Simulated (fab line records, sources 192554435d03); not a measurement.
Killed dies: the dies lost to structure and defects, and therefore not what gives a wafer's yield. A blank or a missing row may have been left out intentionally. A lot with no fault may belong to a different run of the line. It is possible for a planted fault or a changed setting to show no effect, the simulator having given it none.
Chamber matching | flow n5-finfet | 4 sister chambers for N5_FIN_SAQP_SPACER2_ALD_28 on ald-sin-02
The step deposits SiO2, target thk 8.1 nm, pulse time 1 s, purge time 2 s. 4 wafers are shown with their chamber, then 11 later ones without.

== WAFERS, EACH WITH ITS CHAMBER ==
wafer  | chamber | heater-power-w (W)
L083.1 | 0       | 531
L090.5 | 3       | 510
L091.5 | 1       | 465
L092.3 | 2       | 493

== WAFERS WHOSE CHAMBER IS MISSING ==
wafer  | heater-power-w (W)
L092.4 | 518
L092.6 | 529
L093.1 | 487
L093.2 | 531
L093.4 | 467
L094.1 | 459
L094.2 | 492
L094.5 | 505
L096.2 | 466
L096.3 | 504
L096.4 | 521

== THE CHAMBER EACH PASSED THROUGH ==
wafer  | from the rows above     | in truth
L092.4 | can't be placed: 3 or 0 | 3
L092.6 | 0                       | 0
L093.1 | 2                       | 2
L093.2 | 0                       | 0
L093.4 | 1                       | 1
L094.1 | 1                       | 1
L094.2 | 2                       | 2
L094.5 | can't be placed: 3 or 2 | 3
L096.2 | 1                       | 1
L096.3 | can't be placed: 3 or 2 | 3
L096.4 | can't be placed: 0 or 3 | 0
Correct placement for 7 of the 11. Can't be placed from these rows: 4 (the true chamber is among the candidates in 4). Wrongly placed: 0.
How it was worked out, from the rows above alone: a wafer's distance from a chamber is the root of the sum, over the readings, of the square of ((its reading less the chamber's mean) divided by the reading's scatter). If the next closest chamber is less than 2 further off than the closest, the wafer can't be placed; otherwise it belongs to the closest. For every chamber, the mean is computed from those of its wafers that are shown. The scatter: with one shown wafer a chamber, the root of the mean of the squares of how far each hidden wafer lies from its nearest shown one.
